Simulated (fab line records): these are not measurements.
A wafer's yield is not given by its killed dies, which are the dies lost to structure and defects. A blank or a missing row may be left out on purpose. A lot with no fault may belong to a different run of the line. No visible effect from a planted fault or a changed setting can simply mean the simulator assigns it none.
Chamber matching -- flow nand harc -- 4 sister chambers for NHARC_A_STAIRCASE_TRIM_220 on rie diel-06
The step chemistry O2, time 211.2 s. 8 wafers are shown with their chamber, then 9 later ones without.

== WAFERS PAIRED WITH THEIR CHAMBERS ==
wafer,chamber,showerhead plenum p Torr (Torr),drypump motor current A (A)
L076.2,1,3.31,6.3
L080.4,1,3.31,6.4
L084.1,0,3.57,5.6
L084.3,2,3.70,5.8
L084.6,3,3.76,5.5
L086.2,0,3.57,5.6
L086.4,2,3.69,5.8
L086.6,3,3.76,5.5

== WAFERS WHOSE CHAMBER IS MISSING ==
wafer,showerhead plenum p Torr (Torr),drypump motor current A (A)
L093.1,3.56,5.6
L093.2,3.75,5.5
L093.6,3.75,5.5
L094.1,3.75,5.5
L094.5,3.68,5.8
L094.6,3.75,5.5
L096.2,3.29,6.3
L096.4,3.56,5.6
L096.6,3.75,5.5

== THE CHAMBER EACH PASSED THROUGH ==
wafer,from the rows above,in truth
L093.1,0,0
L093.2,3,3
L093.6,3,3
L094.1,3,3
L094.5,2,2
L094.6,3,3
L096.2,1,1
L096.4,0,0
L096.6,3,3
Placed correctly: 9 of 9. Not placeable from these rows: 0. 0 placed wrongly.
How it was worked out, from the rows above alone: a wafer's distance from a chamber is the root of the sum, over the readings, of the square of ((its reading less the chamber's mean) divided by the reading's scatter). The wafer belongs to the nearest chamber; if the next one is less than 2 further off, it can't be placed. The mean given for a chamber averages the wafers shown for that chamber. How the scatter is found: for the shown wafers, subtract from each reading the mean of its chamber, square and add these, divide the total by (wafers less chambers), then take the root.
